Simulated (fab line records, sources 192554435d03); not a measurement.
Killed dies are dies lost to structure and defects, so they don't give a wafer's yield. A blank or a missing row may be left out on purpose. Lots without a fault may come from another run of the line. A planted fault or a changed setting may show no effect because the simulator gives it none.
Chamber matching | flow n5_finfet | N5_BEOL_M2_PECVD_72 on pecvd-01: 3 sister chambers
The step deposits SiO2 from TEOS/O2, target thk 16 nm, time 18 s. 6 wafers are shown with their chamber, then 7 later ones without.

WAFERS WITH THEIR CHAMBER
wafer  | chamber | throttle_valve_pct (%) | showerhead_plenum_p_Torr (Torr)
L076.6 | 2       | 22.0                   | 8.85
L080.2 | 1       | 26.2                   | 8.83
L080.3 | 0       | 23.9                   | 8.72
L080.4 | 1       | 26.2                   | 8.81
L083.1 | 0       | 24.2                   | 8.75
L083.2 | 2       | 22.0                   | 8.85

WAFERS WITHOUT THEIR CHAMBER
wafer  | throttle_valve_pct (%) | showerhead_plenum_p_Torr (Torr)
L083.3 | 26.2                   | 8.82
L088.1 | 21.9                   | 8.81
L088.2 | 26.5                   | 8.81
L088.4 | 22.1                   | 8.81
L093.4 | 22.2                   | 8.83
L093.5 | 26.3                   | 8.81
L093.6 | 23.7                   | 8.72

WHICH CHAMBER EACH WENT THROUGH
wafer  | from the rows above | in truth
L083.3 | 1                   | 1
L088.1 | 2                   | 2
L088.2 | 1                   | 1
L088.4 | 2                   | 2
L093.4 | 2                   | 2
L093.5 | 1                   | 1
L093.6 | 0                   | 0
Placed correctly: 7 of 7. Can't be placed from these rows: 0. Placed wrongly: 0.
How it was worked out, from the rows above alone: a wafer's distance from a chamber is the root of the sum, over the readings, of the square of ((its reading less the chamber's mean) divided by the reading's scatter). The wafer belongs to the nearest chamber; if the next one is less than 2 further off, it can't be placed. A chamber's mean is the mean of its shown wafers. The scatter: the root of (the sum of the squares of (reading less its chamber's mean) over the shown wafers, divided by (wafers less chambers)).
